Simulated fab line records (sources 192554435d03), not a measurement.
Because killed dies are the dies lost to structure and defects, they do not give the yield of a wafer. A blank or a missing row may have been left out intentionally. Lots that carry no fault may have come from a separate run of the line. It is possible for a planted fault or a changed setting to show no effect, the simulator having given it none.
fab line records	flow n5-finfet
record: lots: 7	wafers: 21
route steps=1938 shown BEOL_M10@1509 BEOL_M11@1578 BEOL_M12@1608 BEOL_M13@1705
start-h: the number of hours between the record's first day and the start of the first shown wafer of the lot	wait-h: time in hours since the lot's previous step	" the same as in the row above	L1.1+2: a row that stands for several wafers	- no value, or no start was given	* or withheld: withheld	< > ~ a bound
route shown NAME@n: NAME is a module with steps in the file, n the number in the route of the first one	usual: mean/standard deviation of fault-free wafers	same: alike in all rows	chamber/n: place in a boat	sites: the reading at each site	_std_site: their standard deviation	_edge_site: mean of outer sites minus mean of inner sites	radius-mm: for every site, how far away it sits from the centre of the wafer	mask NAME#n: copy n	behind: the tool/chamber that last shaped the wafer	hold: why the lot was held/for how many hours/how that ended	device: whichever transistor did not switch (one of n, p or np)	end of line: tests run on the same wafers once the route is complete	a step with no rows: only its recipe	killed: dies lost to structure and defects at the first sort, not the wafer's yield	map: dies across one wafer; x = killed, . = not, _ = none there
set.NAME: the run value of the setting; set.NAME@STEP: its run value at that earlier step	model.NAME: the simulator's own value behind a step, which no gauge read
lots run with intentionally changed settings; tables by step, rows by wafer
== steps ==
step: N5_BEOL_M10_VIA_ETCH_34
recipe: chemistry: C4F6/O2	target: SiCOH_lowk	target-depth-a: 1845	mask-material: SOC	taper-deg: 4	time-s: 69.2	ion-energy-ev: 250	pressure-mtorr: 30	source-w: 345	bias-w: 185	Ar_flow_sccm: 300	C4F6_flow_sccm: 10	O2_flow_sccm: 10
lot.wafer	tool	chamber	start-h	wait-h	set.time-s	model.etch.depth-nm	model.SOC_of_BEOL_M10_COAT_63.thk-nm
L077.4	rie-diel-04	2	236.51	0.0	54.87	147.3	93
L077.5	"	1	"	"	69.2	184.9	92
L077.6	"	2	"	"	54.87	146.6	93.6
L075.1	rie-diel-05	1	237.33	0.0	69.2	188.3	91.8
L075.4	"	2	"	"	69.2	183	92.2
L075.5	"	3	"	"	69.2	182	92
L079.1	rie-diel-04	1	250.07	0.0	74.38	197.5	91.4
L079.4	"	0	"	"	69.2	184	92.2
L079.6	"	0	"	"	69.2	183.8	92
L082.3	rie-diel-02	0	263.87	0.0	69.2	181	92.2
L082.4	"	2	"	"	81.08	212.8	90.6
L082.5	"	2	"	"	69.2	180.3	92.4
L085.3	rie-diel-02	3	286.32	0.0	54.8	141.6	93.8
L085.5	"	3	"	"	54.8	143.4	93.2
L085.6	"	0	"	"	69.2	180.4	92.2
L086.2	rie-diel-04	3	304.39	0.0	77.71	209.6	90.6
L086.4	"	1	"	"	77.71	207	91
L086.6	"	2	"	"	69.2	184.8	92
L092.3	rie-diel-04	1	330.17	0.0	65.27	170.1	93
L092.4	"	3	"	"	69.2	184.1	92.2
L092.5	"	2	"	"	65.27	173.4	92.6
step: N5_BEOL_M10_TRENCH_ETCH_37
recipe: chemistry: C4F6/O2	target-depth-a: 1488.3	target: SiCOH_lowk	time-s: 48	ion-energy-ev: 250	pressure-mtorr: 30	source-w: 345	bias-w: 185	Ar_flow_sccm: 300	C4F6_flow_sccm: 10	O2_flow_sccm: 10
lot.wafer	tool	chamber	start-h	wait-h	set.time-s	model.etch.depth-nm	model.BEOL_M10.feature-depth-nm	model.TiN_of_BEOL_M10_HM_DEP_02.thk-nm
L077.4	rie-diel-04	2	-	-	48	148.8	148.8	15.6
L077.5	"	1	"	"	38.73	117.1	117	16.2
L077.6	"	2	"	"	48	147.7	147.6	15.6
L075.1	rie-diel-05	1	-	-	48	152.2	152.2	16
L075.4	"	2	"	"	48	146.9	146.8	16
L075.5	"	3	"	"	48	146.5	146.6	16.2
L079.1	rie-diel-04	1	-	-	48	150.2	150.2	15.4
L079.4	"	0	"	"	48	148.7	148.6	15.8
L079.6	"	0	"	"	38.63	121.4	121.4	16.6
L082.3	rie-diel-02	0	-	-	57.98	176	176	15
L082.4	"	2	"	"	57.98	176.1	176	15
L082.5	"	2	"	"	48	145.5	145.4	16.2
L085.3	rie-diel-02	3	-	-	48	147	147	16
L085.5	"	3	"	"	48	147.6	147.6	16.2
L085.6	"	0	"	"	48	147.9	148	16.2
L086.2	rie-diel-04	3	-	-	48	148.3	148.2	15.8
L086.4	"	1	"	"	38.76	119.4	119.4	17.2
L086.6	"	2	"	"	48	148.1	148	16
L092.3	rie-diel-04	1	-	-	48	146.5	146.6	16
L092.4	"	3	"	"	48	148.7	148.8	16.2
L092.5	"	2	"	"	48	147.1	147	16.2
step: N5_BEOL_M10_ETCH_41
recipe: chemistry: CH3F/O2	target: SiCN	target-depth-a: 426	taper-deg: 2	time-s: 86	ion-energy-ev: 120	mask-material: TiN	pressure-mtorr: 30	source-w: 395	bias-w: 75	Ar_flow_sccm: 150	CH3F_flow_sccm: 30	O2_flow_sccm: 20
step: N5_BEOL_M10_STRIP_77
recipe: chemistry: N2/H2	time-s: 10	power-w: 450	temp-c: 40	pressure-mtorr: 20	rf-frequency-hz: 6e+07	bias-power-w: 7	n2-flow-sccm: 200	h2-flow-sccm: 200
step: N5_BEOL_M10_ECD_50
recipe: material: Cu	target-thk-a: 3180
step: N5_BEOL_M10_ANNEAL_51
recipe: temp-c: 225	time-s: 90	ambient: N2
step: N5_BEOL_M10_CMP_52
recipe: stop-on: SiCOH_lowk	t-overpolish-s: 7	down-force-psi: 1	platen-rpm: 50	clearing-platen-down-force-psi: 1.5	clearing-platen-rpm: 50	post-cmp-clean: cu-alkaline	target-thk-nm: 140	clearing-platen-pad-velocity-m-s: 0.99484	pad-velocity-m-s: 0.99484
lot.wafer	tool	chamber	start-h	wait-h	set.time-s@BEOL_M10_TRENCH_ETCH_37	model.Cu_of_BEOL_M10_ECD_50.thk-nm
L077.4	cmp-02	1	240.07	0.2	48	142.2
L077.5	"	3	"	"	38.73	110.2
L077.6	"	0	"	"	48	140.6
L075.1	cmp-04	3	240.88	0.3	48	142.2
L075.4	"	0	"	"	48	136.4
L075.5	"	1	"	"	48	136.8
L079.1	cmp-02	1	253.00	0.3	48	141.8
L079.4	"	3	"	"	48	141.6
L079.6	"	2	"	"	38.63	112.4
L082.4	cmp-02	3	266.91	0.2	57.98	169
L082.3	"	0	"	"	57.98	168.4
L082.5	"	1	"	"	48	138
L085.3	cmp-01	2	288.35	0.2	48	137
L085.5	"	2	"	"	48	138
L085.6	"	3	"	"	48	139.6
L086.4	cmp-04	1	307.83	0.2	38.76	111.4
L086.2	"	2	"	"	48	139.2
L086.6	"	0	"	"	48	138.6
L092.4	cmp-02	0	334.09	0.2	48	141.2
L092.3	"	1	"	"	48	139.4
L092.5	"	3	"	"	48	141
step: N5_BEOL_M11_TRENCH_ETCH_37
recipe: chemistry: C4F6/O2	target-depth-a: 1488.3	target: SiCOH_lowk	time-s: 48	ion-energy-ev: 250	pressure-mtorr: 30	source-w: 345	bias-w: 185	Ar_flow_sccm: 300	C4F6_flow_sccm: 10	O2_flow_sccm: 10
lot.wafer	tool	chamber	start-h	wait-h	set.time-s	model.etch.depth-nm	model.BEOL_M11.feature-depth-nm	model.TiN_of_BEOL_M11_HM_DEP_02.thk-nm
L075.1	rie-diel-01	1	-	-	48	151.3	151.2	15.8
L075.4	"	3	"	"	48	153.4	153.4	15.8
L075.5	"	2	"	"	48	151	151	16
L077.4	rie-diel-03	2	-	-	48	143.9	144	16
L077.5	"	3	"	"	48	147.7	147.6	16
L077.6	"	0	"	"	48	149.5	149.6	15.8
L079.1	rie-diel-01	3	-	-	39.4	122.4	122.4	16.6
L079.4	"	0	"	"	39.4	122.4	122.4	16.4
L079.6	"	0	"	"	48	148.5	148.6	15.8
L082.3	rie-diel-01	2	-	-	48	149.5	149.4	15.8
L082.4	"	3	"	"	58	178	178	15
L082.5	"	0	"	"	58	180	180	15
L085.3	rie-diel-03	3	-	-	48	146.5	146.6	16
L085.5	"	2	"	"	42.06	125.6	125.6	16.6
L085.6	"	3	"	"	48	145.8	145.8	16
L086.2	rie-diel-03	1	-	-	48	149	149	15.8
L086.4	"	0	"	"	53.03	163.6	163.6	15.6
L086.6	"	2	"	"	53.03	161	161	15.6
L092.3	rie-diel-06	0	-	-	50.84	156.2	156.2	16.2
L092.4	"	0	"	"	48	145.2	145.2	16.4
L092.5	"	3	"	"	48	147.1	147.2	16.6
step: N5_BEOL_M11_ETCH_41
recipe: chemistry: CH3F/O2	target: SiCN	target-depth-a: 426	taper-deg: 2	time-s: 86	ion-energy-ev: 120	mask-material: TiN	pressure-mtorr: 30	source-w: 395	bias-w: 75	Ar_flow_sccm: 150	CH3F_flow_sccm: 30	O2_flow_sccm: 20
step: N5_BEOL_M11_STRIP_77
recipe: chemistry: N2/H2	time-s: 10	power-w: 450	temp-c: 40	pressure-mtorr: 20	rf-frequency-hz: 6e+07	bias-power-w: 7	n2-flow-sccm: 200	h2-flow-sccm: 200
step: N5_BEOL_M11_OCD_MEAS_38
usual: trench-depth-nm: 148.2/2.4
lot.wafer	tool	chamber	start-h	wait-h	set.time-s@BEOL_M11_TRENCH_ETCH_37	trench-depth-nm
L075.1	ocd-02	-	245.35	-	48	151.4
L075.4	"	-	"	"	48	152.9
L075.5	"	-	"	"	48	151.6
L077.4	ocd-01	-	245.52	-	48	143.8
L077.5	"	-	"	"	48	147.9
L077.6	"	-	"	"	48	149.0
L079.1	ocd-01	-	257.88	-	39.4	122.7
L079.4	"	-	"	"	39.4	122.2
L079.6	"	-	"	"	48	148.0
L082.3	ocd-01	-	271.42	-	48	149.0
L082.4	"	-	"	"	58	178.2
L082.5	"	-	"	"	58	180.0
L085.3	ocd-01	-	295.53	-	48	146.3
L085.5	"	-	"	"	42.06	126.0
L085.6	"	-	"	"	48	145.9
L086.2	ocd-02	-	313.14	-	48	148.9
L086.4	"	-	"	"	53.03	163.5
L086.6	"	-	"	"	53.03	160.9
L092.3	ocd-01	-	339.51	-	50.84	156.3
L092.4	"	-	"	"	48	144.9
L092.5	"	-	"	"	48	147.0
step: N5_BEOL_M11_ALD_74
recipe: material: TaN	target-thk-a: 20	temp-c: 275	ald-precursor-family: PDMAT	ald-co-reactant: NH3	pressure-torr: 3	carrier-flow-sccm: 1500	pulse-time-s: 2	purge-time-s: 3	co-reactant-purge-time-s: 2	co-reactant-pulse-time-s: 3	ald-cycles: 40	precursor-vessel-temp-c: 75	precursor-vessel-pressure-torr: 26.25	precursor-vessel-carrier-sccm: 1000
lot.wafer	tool	chamber	start-h	wait-h	set.ald-cycles
L075.1+4+5	ald-metal-02	0,3,3	246.05	0.1	40
L077.4+5+6	ald-metal-03	1,1,0	246.28	0.1	40
L079.1+4+6	ald-metal-01	1,2,0	258.81	0.1	40
L082.3+4	ald-metal-02	1,0	272.35	0.0	43
L082.5	"	1	"	"	40
L085.3+5+6	ald-metal-01	3,0,3	296.76	0.1	40
L086.2+4	ald-metal-01	0,2	313.96	0.0	40
L086.6	"	2	"	"	37
L092.3	ald-metal-02	0	340.43	0.0	40
L092.4+5	"	3,1	"	"	45
step: N5_BEOL_M11_SURFACE_TREAT_76
recipe: gas: Ar	time-s: *	ion-energy-ev: *	ion-current-ma-cm2: 0.5	pressure-mtorr: *	ar-flow-sccm: 30
step: N5_BEOL_M11_CVD_75
recipe: material: Co	target-thk-a: 20	temp-c: withheld	precursor: CCTBA/H2	pressure-torr: 30	time-s: 138.9
step: N5_BEOL_M11_ECD_50
recipe: material: Cu	target-thk-a: 3180
step: N5_BEOL_M11_ANNEAL_51
recipe: temp-c: 225	time-s: 90	ambient: N2
step: N5_BEOL_M11_CMP_52
recipe: stop-on: SiCOH_lowk	t-overpolish-s: 7	down-force-psi: 1	platen-rpm: 50	clearing-platen-down-force-psi: 1.5	clearing-platen-rpm: 50	post-cmp-clean: cu-alkaline	target-thk-nm: 140	clearing-platen-pad-velocity-m-s: 0.99484	pad-velocity-m-s: 0.99484
lot.wafer	tool	chamber	start-h	wait-h	set.time-s@BEOL_M11_TRENCH_ETCH_37	model.Cu_of_BEOL_M11_ECD_50.thk-nm
L075.1	cmp-03	2	247.53	0.3	48	141.6
L075.4	"	3	"	"	48	145.6
L075.5	"	2	"	"	48	141.2
L077.4	cmp-02	3	247.75	0.2	48	136
L077.5	"	0	"	"	48	139
L077.6	"	1	"	"	48	140.6
L079.1	cmp-01	2	260.91	0.3	39.4	112.2
L079.4	"	3	"	"	39.4	112.4
L079.6	"	3	"	"	48	138.2
L082.3	cmp-03	0	275.28	0.2	48	140.4
L082.4	"	1	"	"	58	170.2
L082.5	"	1	"	"	58	171
L085.3+6	cmp-01	1,2	298.38	0.3	48	136
L085.5	"	3	"	"	42.06	116.8
L086.2	cmp-01	2	315.22	0.3	48	139
L086.4	"	3	"	"	53.03	154.6
L086.6	"	1	"	"	53.03	150.2
L092.4	cmp-02	3	342.19	0.4	48	137.8
L092.3	"	1	"	"	50.84	149.2
L092.5	"	0	"	"	48	140
step: N5_BEOL_M11_THK_MEAS_53
recipe: thk-meas-gauge: xrf	reads: Cu_of_BEOL_M11_ECD_50
usual: M11_THK: 141.8/2.7
lot.wafer	tool	chamber	start-h	wait-h	set.time-s@BEOL_M11_TRENCH_ETCH_37	M11_THK[nm]
L075.1	film-metro-01	-	247.79	-	48	142.9
L075.4	"	-	"	"	48	147.4
L075.5	"	-	"	"	48	142.2
L077.4	film-metro-02	-	247.93	-	48	139.8
L077.5	"	-	"	"	48	143.0
L077.6	"	-	"	"	48	144.6
L079.1	film-metro-02	-	261.21	-	39.4	115.1
L079.4	"	-	"	"	39.4	115.9
L079.6	"	-	"	"	48	142.2
L082.3	film-metro-01	-	275.58	-	48	141.7
L082.4	"	-	"	"	58	171.3
L082.5	"	-	"	"	58	172.2
L085.3	film-metro-02	-	298.56	-	48	138.4
L085.5	"	-	"	"	42.06	118.9
L085.6	"	-	"	"	48	138.7
L086.2	film-metro-01	-	315.44	-	48	141.5
L086.4	"	-	"	"	53.03	156.8
L086.6	"	-	"	"	53.03	151.6
L092.3	film-metro-01	-	342.48	-	50.84	151.6
L092.4	"	-	"	"	48	138.6
L092.5	"	-	"	"	48	141.3
step: N5_BEOL_M11_PRE_CLEAN_55
recipe: gas: NH3	time-s: 15	temp-c: withheld	rf-power-w: 300
step: N5_BEOL_M11_DEP_56
recipe: material: SiCN	target-thk-a: 300	temp-c: withheld	precursor: 3MS/NH3	pressure-torr: 3	rf-w: 675	time-s: 10.5
step: N5_BEOL_M11_RS_MEAS_57
recipe: thk-meas-gauge: four-point-probe	reads: Cu_of_BEOL_M11_ECD_50+Co_of_BEOL_M11_CVD_75+TaN_of_BEOL_M11_ALD_74
usual: M11_RS: 0.151/0.0031
lot.wafer	tool	chamber	start-h	wait-h	set.time-s@BEOL_M11_TRENCH_ETCH_37	M11_RS[ohm/sq]
L075.1	film-metro-01	-	247.91	0.0	48	0.148
L075.4	"	-	"	"	48	0.144
L075.5	"	-	"	"	48	0.149
L077.4	film-metro-02	-	248.06	0.0	48	0.156
L077.5	"	-	"	"	48	0.152
L077.6	"	-	"	"	48	0.150
L079.1	film-metro-02	-	261.33	0.0	39.4	0.193
L079.4	"	-	"	"	39.4	0.192
L079.6	"	-	"	"	48	0.153
L082.3	film-metro-01	-	275.73	0.0	48	0.150
L082.4	"	-	"	"	58	0.122
L082.5	"	-	"	"	58	0.121
L085.3	film-metro-01	-	298.68	0.0	48	0.156
L085.5	"	-	"	"	42.06	0.184
L085.6	"	-	"	"	48	0.156
L086.2	film-metro-01	-	315.56	0.0	48	0.152
L086.4	"	-	"	"	53.03	0.135
L086.6	"	-	"	"	53.03	0.139
L092.3	film-metro-02	-	342.62	0.0	50.84	0.141
L092.4	"	-	"	"	48	0.154
L092.5	"	-	"	"	48	0.151
step: N5_BEOL_M12_EXPOSE_07
recipe: mask-id: V11	na: 0.93	source-shape: conventional	sigma-outer: 0.6	polarization: unpolarized	attpsm-phase-deg: 180	dose-mj: 32.5
lot.wafer	tool	chamber	start-h	wait-h	mask	set.dose-mj
L075.1+4+5	krf-scanner-01	0	248.36	-	V11#0	32.5
L077.4+5+6	krf-scanner-01	0	248.42	-	V11#0	30.44
L079.1	krf-scanner-01	0	261.78	-	V11#0	34.82
L079.4+6	"	0	"	"	V11#0	32.5
L082.3+4+5	krf-scanner-02	0	276.19	-	V11#0	32.5
L085.3+6	krf-scanner-01	0	299.14	-	V11#0	32.5
L085.5	"	0	"	"	V11#0	34.29
L086.2	krf-scanner-02	0	316.02	-	V11#0	32.5
L086.4+6	"	0	"	"	V11#0	34.62
L092.3+4+5	krf-scanner-01	0	343.08	-	V11#0	32.5
step: N5_BEOL_M12_PEB_08
recipe: peb-temp-c: 130	peb-time-s: 90
lot.wafer	tool	chamber	start-h	wait-h	set.peb-time-s
L075.1+4+5	litho-track-01	0	248.42	0.1	90
L077.4	litho-track-05	0	248.46	0.0	96.75
L077.5+6	"	0	"	"	90
L079.1+6	litho-track-01	0	261.84	0.1	90
L079.4	"	0	"	"	78.78
L082.3	litho-track-04	0	276.24	0.0	104.2
L082.4+5	"	0	"	"	90
L085.3+5+6	litho-track-05	0	299.19	0.0	90
L086.2+4	litho-track-05	0	316.07	0.0	82.92
L086.6	"	0	"	"	90
L092.3+4+5	litho-track-01	0	343.12	0.0	90
step: N5_BEOL_M12_DEVELOP_09
recipe: develop-time-s: 45	rinse-liquid: diw	dry: air-spin	dev-temp-c: 21
step: N5_BEOL_M12_HARDBAKE_14
recipe: temp-c: 130	time-s: 120
step: N5_BEOL_M12_CD_MEAS_10
recipe: target-cd-nm: 140	landing-energy-ev: 500	detector: se-inlens	polarity: opening
usual: cd-nm: 139.3/1.5
lot.wafer	tool	chamber	start-h	wait-h	set.dose-mj@BEOL_M12_EXPOSE_07	cd-nm
L075.1	cd-sem-01	0	248.54	-	32.5	138.5
L075.4	"	0	"	"	32.5	138.8
L075.5	"	0	"	"	32.5	140.7
L077.4	cd-sem-02	0	248.58	-	30.44	132.2
L077.5	"	0	"	"	30.44	132.1
L077.6	"	0	"	"	30.44	131.1
L079.1	cd-sem-01	0	261.96	-	34.82	148.3
L079.4	"	0	"	"	32.5	136.6
L079.6	"	0	"	"	32.5	138.6
L082.3	cd-sem-03	0	276.35	-	32.5	141.2
L082.4	"	0	"	"	32.5	141.3
L082.5	"	0	"	"	32.5	138.6
L085.3	cd-sem-02	0	299.31	-	32.5	140.1
L085.5	"	0	"	"	34.29	144.6
L085.6	"	0	"	"	32.5	140.1
L086.2	cd-sem-03	0	316.19	-	32.5	138.3
L086.4	"	0	"	"	34.62	142.8
L086.6	"	0	"	"	34.62	146.0
L092.3	cd-sem-02	0	343.24	-	32.5	136.2
L092.4	"	0	"	"	32.5	137.3
L092.5	"	0	"	"	32.5	137.8
step: N5_BEOL_M12_STRIP_71
recipe: chemistry: post-etch-residue-remover	time-s: 60	temp-c: 25	remover-ph: withheld	remover-water-wt-pct: withheld	remover-fluoride-wt-pct: withheld
step: N5_BEOL_M12_SRD_72
recipe: time-s: 30	temp-c: 23	rinse-liquid: diw	dry: n2-spin	spin-rpm: 1500	dry-time-s: 30
step: N5_BEOL_M12_CD_MEAS_17
recipe: target-cd-nm: 140	polarity: opening
usual: cd-nm: 139.4/1.6
lot.wafer	tool	chamber	start-h	wait-h	set.dose-mj@BEOL_M12_EXPOSE_07	cd-nm
L075.1	cd-sem-01	-	249.77	0.0	32.5	139.0
L075.4	"	-	"	"	32.5	140.6
L075.5	"	-	"	"	32.5	141.3
L077.4	cd-sem-02	-	249.83	0.0	30.44	131.9
L077.5	"	-	"	"	30.44	132.6
L077.6	"	-	"	"	30.44	131.0
L079.1	cd-sem-03	-	262.54	0.0	34.82	148.9
L079.4	"	-	"	"	32.5	137.2
L079.6	"	-	"	"	32.5	139.2
L082.3	cd-sem-03	-	276.93	0.0	32.5	141.0
L082.4	"	-	"	"	32.5	142.5
L082.5	"	-	"	"	32.5	137.9
L085.3	cd-sem-03	-	299.89	0.0	32.5	141.0
L085.5	"	-	"	"	34.29	143.6
L085.6	"	-	"	"	32.5	138.9
L086.2	cd-sem-01	-	316.85	0.0	32.5	138.1
L086.4	"	-	"	"	34.62	143.2
L086.6	"	-	"	"	34.62	145.4
L092.3	cd-sem-01	-	343.83	0.0	32.5	136.7
L092.4	"	-	"	"	32.5	137.5
L092.5	"	-	"	"	32.5	138.1
step: N5_BEOL_M13_SPUTTER_43
recipe: material: TaN	target-thk-a: 150	temp-c: 50	bias-v: 168.6	power-w: 15000	chamber-pressure-pa: 0.12	time-s: 24.19
lot.wafer	tool	chamber	start-h	wait-h	set.power-w	model.TaN_of_BEOL_M13_SPUTTER_43.thk-nm
L075.1+4+5	pvd-sputter-02	-	258.35	0.0	15000	15
L077.4	pvd-sputter-01	-	258.45	0.0	15000	15.2
L077.5	"	-	"	"	15000	14.8
L077.6	"	-	"	"	16920	16.8
L079.1	pvd-sputter-01	-	272.37	0.0	15000	15
L079.4	"	-	"	"	14160	14.4
L079.6	"	-	"	"	15000	15.2
L082.3	pvd-sputter-03	-	287.11	0.0	15000	15.8
L082.4	"	-	"	"	16030	16.4
L082.5	"	-	"	"	15000	15.2
L085.3	pvd-sputter-02	-	308.24	0.0	17610	17.6
L085.5+6	"	-	"	"	15000	15
L086.2+6	pvd-sputter-02	-	323.76	0.0	13070	12.8
L086.4	"	-	"	"	15000	14.8
L092.3	pvd-sputter-03	-	352.41	0.0	13170	13.4
L092.4	"	-	"	"	13170	13.2
L092.5	"	-	"	"	15000	15.2
step: N5_BEOL_M13_SPUTTER_44
recipe: material: Ta	target-thk-a: 100	temp-c: 50	bias-v: 80	power-w: 15000	chamber-pressure-pa: 0.07	time-s: 16.13
lot.wafer	tool	chamber	start-h	wait-h	set.power-w	model.Ta_of_BEOL_M13_SPUTTER_44.thk-nm
L075.1+4	pvd-sputter-02	-	258.43	0.0	15000	10
L075.5	"	-	"	"	15000	10.2
L077.4	pvd-sputter-01	-	258.53	0.0	13610	9
L077.5+6	"	-	"	"	15000	10
L079.1+4	pvd-sputter-01	-	272.45	0.0	17510	11.8
L079.6	"	-	"	"	15000	10.2
L082.3	pvd-sputter-03	-	287.19	0.0	15000	10
L082.4	"	-	"	"	15000	9.6
L082.5	"	-	"	"	13730	9
L085.3	pvd-sputter-02	-	308.32	0.0	12880	8.4
L085.5+6	"	-	"	"	15000	10
L086.2+4	pvd-sputter-02	-	323.92	0.1	14230	9.4
L086.6	"	-	"	"	15000	10
L092.3	pvd-sputter-03	-	352.49	0.0	15000	9.8
L092.4	"	-	"	"	15740	10.2
L092.5	"	-	"	"	15740	10.4
== key ==
split: step: N5_BEOL_M10_VIA_ETCH_34	setting: time-s	stated: 69.2	by: wafer
response: step: N5_BEOL_M10_VIA_ETCH_34	reading: model.etch.depth-nm	change: +1.85	per: 1%	r: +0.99
response: step: N5_BEOL_M10_VIA_ETCH_34	reading: model.SOC_of_BEOL_M10_COAT_63.thk-nm	change: -0.0763	per: 1%	r: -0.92
split: step: N5_BEOL_M10_TRENCH_ETCH_37	setting: time-s	stated: 48	by: wafer
response: step: N5_BEOL_M10_TRENCH_ETCH_37	reading: model.etch.depth-nm	change: +1.5	per: 1%	r: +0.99
response: step: N5_BEOL_M10_TRENCH_ETCH_37	reading: model.BEOL_M10.feature-depth-nm	change: +1.5	per: 1%	r: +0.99
response: step: N5_BEOL_M10_TRENCH_ETCH_37	reading: model.TiN_of_BEOL_M10_HM_DEP_02.thk-nm	change: -0.0521	per: 1%	r: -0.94
response: step: N5_BEOL_M10_CMP_52	reading: model.Cu_of_BEOL_M10_ECD_50.thk-nm	change: +1.5	per: 1%	r: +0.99
split: step: N5_BEOL_M11_TRENCH_ETCH_37	setting: time-s	stated: 48	by: wafer
response: step: N5_BEOL_M11_TRENCH_ETCH_37	reading: model.etch.depth-nm	change: +1.46	per: 1%	r: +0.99
response: step: N5_BEOL_M11_TRENCH_ETCH_37	reading: model.BEOL_M11.feature-depth-nm	change: +1.46	per: 1%	r: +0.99
response: step: N5_BEOL_M11_TRENCH_ETCH_37	reading: model.TiN_of_BEOL_M11_HM_DEP_02.thk-nm	change: -0.0385	per: 1%	r: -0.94
response: step: N5_BEOL_M11_OCD_MEAS_38	reading: trench-depth-nm	change: +1.46	per: 1%	r: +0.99
response: step: N5_BEOL_M11_CMP_52	reading: model.Cu_of_BEOL_M11_ECD_50.thk-nm	change: +1.46	per: 1%	r: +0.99
response: step: N5_BEOL_M11_THK_MEAS_53	reading: M11_THK	change: +1.47	per: 1%	r: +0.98
response: step: N5_BEOL_M11_RS_MEAS_57	reading: M11_RS	change: -0.00179	per: 1%	r: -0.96
split: step: N5_BEOL_M11_ALD_74	setting: ald-cycles	stated: 40	by: wafer
response none clear
split: step: N5_BEOL_M12_EXPOSE_07	setting: dose-mj	stated: 32.5	by: wafer
response: step: N5_BEOL_M12_CD_MEAS_10	reading: cd-nm	change: +1.14	per: 1%	r: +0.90
response: step: N5_BEOL_M12_CD_MEAS_17	reading: cd-nm	change: +1.11	per: 1%	r: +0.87
split: step: N5_BEOL_M12_PEB_08	setting: peb-time-s	stated: 90	by: wafer
response none clear
split: step: N5_BEOL_M13_SPUTTER_43	setting: power-w	stated: 15000	by: wafer
response: step: N5_BEOL_M13_SPUTTER_43	reading: model.TaN_of_BEOL_M13_SPUTTER_43.thk-nm	change: +0.148	per: 1%	r: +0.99
split: step: N5_BEOL_M13_SPUTTER_44	setting: power-w	stated: 15000	by: wafer
response: step: N5_BEOL_M13_SPUTTER_44	reading: model.Ta_of_BEOL_M13_SPUTTER_44.thk-nm	change: +0.103	per: 1%	r: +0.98
